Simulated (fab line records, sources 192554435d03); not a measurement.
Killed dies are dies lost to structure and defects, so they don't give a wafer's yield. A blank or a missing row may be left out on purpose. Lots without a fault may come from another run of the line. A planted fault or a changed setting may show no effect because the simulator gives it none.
Problem report in the 8D (eight disciplines) form, filled by code | flow n5_finfet | the parts of the form that need people (team, actions taken, sign-off) are left out

1. THE PROBLEM
rf_fwd_power_W at N5_GATE_CUT_ETCH_56 reads a mean of 741.8 W on 3 wafers of 2 lots; wafers without a fault read 595.9 W with a standard deviation of 2.3. That is +63 standard deviations from the usual mean.
The step: etches TiN in Cl2/Ar, target depth 21.6 nm.
First seen on wafer L703.2, day 7 03:10, on rie_metal-02. The record holds 27 wafers of 9 lots with a number at this step. Rule for "out", or "out of limits": more than 4 standard deviations from the usual mean. The other wafers with a number count as sound.

2. WHAT IT IS AND WHAT IT IS NOT
question                    | is                     | is not
which readings at this step | rf_fwd_power_W         | bias_w, drypump_motor_current_A, oes_product_au, throttle_valve_pct
which lots                  | L703, L706             | L694, L699, L700, L702, L711, L713, L715
which wafers of those lots  | L703.2, L703.3, L706.1 | L703.4, L706.2, L706.4
read on which tools         | rie_metal-02           | rie_metal-01, rie_metal-03
when                        | from day 7 03:10       | up to then (13 sound wafers); but 11 sound wafers of L706, L711, L713, L715 came after

3. SUSPECTS, AND WHAT RULES EACH OUT
Counting: a tool at a process step up to the reading stays a suspect if it ran every lot that is out. Sound lots after the first of them don't rule it out here, since some wafers of a struck lot are sound.
- rie_metal-02 at N5_GATE_CUT_ETCHBACK_00 (etches W in SF6/Cl2): kept. It ran every lot that is out, first L703 (day 7 03:03); its last sound lot up to then is L702 (day 6 19:49).
- rie_metal-02 at N5_GATE_CUT_ETCH_56 (etches TiN in Cl2/Ar, target depth 21.6 nm): kept. It ran every lot that is out, first L703 (day 7 03:10); its last sound lot up to then is L702 (day 6 19:56). Its own readings are out on those wafers: rf_fwd_power_W.
- Within rie_metal-02 at N5_GATE_CUT_ETCHBACK_00: the wafers that are out ran in chamber 1; their sound lot-mates ran in chamber 0.
- Within rie_metal-02 at N5_GATE_CUT_ETCH_56: the wafers that are out ran in chamber 1; their sound lot-mates ran in chamber 0.
Left after counting: rie_metal-02 at N5_GATE_CUT_ETCHBACK_00, rie_metal-02 at N5_GATE_CUT_ETCH_56.

4. THE CAUSE (what the simulator had put in)
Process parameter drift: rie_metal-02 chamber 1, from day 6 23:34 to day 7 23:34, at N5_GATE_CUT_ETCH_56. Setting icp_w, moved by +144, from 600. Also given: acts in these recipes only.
Counting left 2 suspects, and this tool is among them.

5. THE CHAIN OF EFFECTS, in route order
Each row: a reading whose mean over the struck wafers that have a number lies more than 3 standard deviations from the usual. Only readings for which the record gives a usual standard deviation are gone through. hours: the time from each lot's start at the first step in this table that gives one to its start at this step, as a median over the lots. sigmas: the change in usual standard deviations.
hours | step                | reading        | usual   | on struck wafers | change | sigmas
0     | N5_GATE_CUT_ETCH_56 | rf_fwd_power_W | 595.9 W | 741.8            | +145.9 | +63
The process steps in it:
- N5_GATE_CUT_ETCH_56: etches TiN in Cl2/Ar, target depth 21.6 nm.
Later measuring or inspecting steps at which every struck wafer that the step has a row for has a number for every such reading, and none has moved that far: N5_BEOL_M4_RC_MEAS_101.

6. WHAT WOULD HAVE CAUGHT IT SOONER
In this record the first reading out of limits was taken at day 7 03:10, 4 hours after the fault began at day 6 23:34.
